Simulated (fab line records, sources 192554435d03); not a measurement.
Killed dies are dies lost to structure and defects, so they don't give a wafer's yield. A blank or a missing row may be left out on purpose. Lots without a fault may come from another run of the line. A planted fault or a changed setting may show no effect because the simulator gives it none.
A struck lot beside a sound one | flow n5_finfet | 16 steps out of a route of 1938
Sound: wafers L702.1, L702.2, L702.5. Struck: wafer L718.1. (L718.3 of the same lot was not struck and is left out.) The cause comes at the end.
At each step with rows: each side's tool, then ch and its chambers, then its first start. Under that, the readings that differ: sound wafers | struck wafers | difference of the means | sigmas: that difference in standard deviations of wafers without a fault.
alike: readings whose means differ by less than 2 such deviations, and words and numbers that are the same on both sides. not compared: withheld readings, readings that some wafer has no value for, bounds like >300 that may hide the same value, and numbers for which the record gives no deviation and whose values overlap.
The two part at a step that has a row with sigmas, a row that says differs or no value, or rows on one side only. Numbers that don't overlap but have no deviation are shown without sigmas and don't part them. A reading that every wafer of one side lacks parts them only if that side has two wafers or more.

N5_GATE_CUT_OVL_MEAS_14:
  sound on overlay-02 ch 0, day 5 01:01; struck on overlay-02 ch 0, day 8 23:06
  alike: GATE_CUT_OVL
N5_GATE_CUT_INSPECT_15: inspects for defects (brightfield).
  sound on defect_inspect-01, day 5 01:05; struck on defect_inspect-02, day 8 23:10
  alike: raw_defect_count
then, 1 step without rows for these wafers: N5_GATE_CUT_DESCUM_18 (chemistry O2, time 7 s).
N5_GATE_CUT_ETCH_28: etches underlayer in N2/H2, target depth 13 nm, time 10.4 s.
  sound on rie_diel-06 ch 0,1,3, day 5 01:37; struck on rie_diel-02 ch 0, day 8 23:13
  reading             | sound             | struck | difference | sigmas
  h2_flow_sccm (sccm) | 199.1 198.8 200.0 | 200.5  | +1.2       | +2
  alike: drypump_motor_current_A, etch_rf_on_time_s, oes_product_au, rf_vpp_V, showerhead_plenum_p_Torr, throttle_valve_pct
  not compared: rf_hours_counter_h
N5_GATE_CUT_ETCH_36: etches SiARC in CF4, target depth 13 nm, time 21.7 s.
  sound on rie_diel-06 ch 0,1,3, day 5 01:38; struck on rie_diel-02 ch 0, day 8 23:14
  alike: drypump_motor_current_A, etch_rf_on_time_s, oes_product_au, rf_vpp_V, showerhead_plenum_p_Torr, throttle_valve_pct
  not compared: rf_hours_counter_h
N5_GATE_CUT_ETCH_37: etches SOC in N2/H2, target depth 60 nm, overetch 12 nm, time 90 s.
  sound on rie_diel-06 ch 0,1,3, day 5 01:40; struck on rie_diel-02 ch 0, day 8 23:16
  alike: drypump_motor_current_A, h2_flow_sccm, oes_product_au, rf_vpp_V, showerhead_plenum_p_Torr, throttle_valve_pct
  not compared: rf_hours_counter_h
then, 5 steps without rows for these wafers: N5_GATE_CUT_STRIP_38 (strips in N2/H2); N5_GATE_CUT_STRIP_39 (strips in N2/H2); N5_GATE_CUT_HM_OPEN_40 (chemistry C4F6/O2, target SiO2, target depth 139 nm, time 85.1 s); N5_GATE_CUT_STRIP_41 (strips in CF4); N5_GATE_CUT_STRIP_42 (strips in O2).
N5_GATE_CUT_ETCH_19: etches SiNx in CH3F/O2, target depth 53.7 nm, time 76.7 s.
  sound on rie_diel-06 ch 0,1,3, day 5 01:52; struck on rie_diel-02 ch 0, day 8 23:29
  alike: drypump_motor_current_A, etch_rf_on_time_s, oes_product_au, rf_vpp_V, showerhead_plenum_p_Torr, throttle_valve_pct
  not compared: rf_hours_counter_h
N5_GATE_CUT_CUT_ETCH_53: etches W in SF6/Cl2, target depth 79.2 nm.
  sound on rie_metal-01 ch 0,1, day 5 01:58; struck on rie_metal-02 ch 1, day 8 23:35
  reading               | sound          | struck | difference | sigmas
  etch_rf_on_time_s (s) | 25.2 26.0 25.9 | 19.1   | -6.6       | -11
  oes_product_au (a.u.) | 0.78 0.57 0.57 | 0.82   | +0.18      | +2
  alike: drypump_motor_current_A, throttle_valve_pct
  not compared: rf_hours_counter_h
N5_GATE_CUT_CUT_ETCH_54: etches TiN in Cl2/BCl3, target depth 96.7 nm.
  sound on rie_metal-01 ch 0,1, day 5 02:02; struck on rie_metal-02 ch 1, day 8 23:40
  alike: drypump_motor_current_A, etch_rf_on_time_s, oes_product_au, throttle_valve_pct
  not compared: rf_hours_counter_h
-- the record jumps here: 5 days lie between the struck wafers' starts before and after (it left off in module GATE_CUT and takes up again in module BEOL_M4, whose first step shown is number 1111 of the route) --
N5_BEOL_M4_RC_MEAS_101:
  sound on prober-02 ch 0, day 9 12:12; struck on prober-01 ch 0, day 13 19:06
  reading       | sound          | struck | difference | sigmas
  DIBL_N (mV/V) | 40.9 36.2 37.3 | 33.9   | -4.2       | -2
  VT_N (mV)     | 244 250 248    | 256    | +9         | +2
  alike: DIBL_P, IOFF_N, IOFF_P, ION_N, ION_P, SS_N, SS_P, VT_P
-- the record jumps here: 5 days lie between the struck wafers' starts before and after (it left off in module BEOL_M4 and takes up again in module PASSIVATION, whose first step shown is number 1936 of the route) --
N5_PASSIVATION_PROBE_49:
  sound on prober-02, day 13 19:47; struck on prober-01, day 18 17:17
  alike: defect_limited_yield, killed_at_M0_to_M3, killed_at_M4_up, killed_at_contacts, killed_at_front_end, killed_at_other, killed_dies, killed_open, killed_short, sort_bin_5_function, sort_bin_6_memory, sort_n_pass, sort_yield_pct

WHERE THEY PART
First at N5_GATE_CUT_ETCH_28; last, within this record, at N5_BEOL_M4_RC_MEAS_101. Later steps at which nothing parts them and some readings are alike: N5_PASSIVATION_PROBE_49.

WHY: what the simulator had put in
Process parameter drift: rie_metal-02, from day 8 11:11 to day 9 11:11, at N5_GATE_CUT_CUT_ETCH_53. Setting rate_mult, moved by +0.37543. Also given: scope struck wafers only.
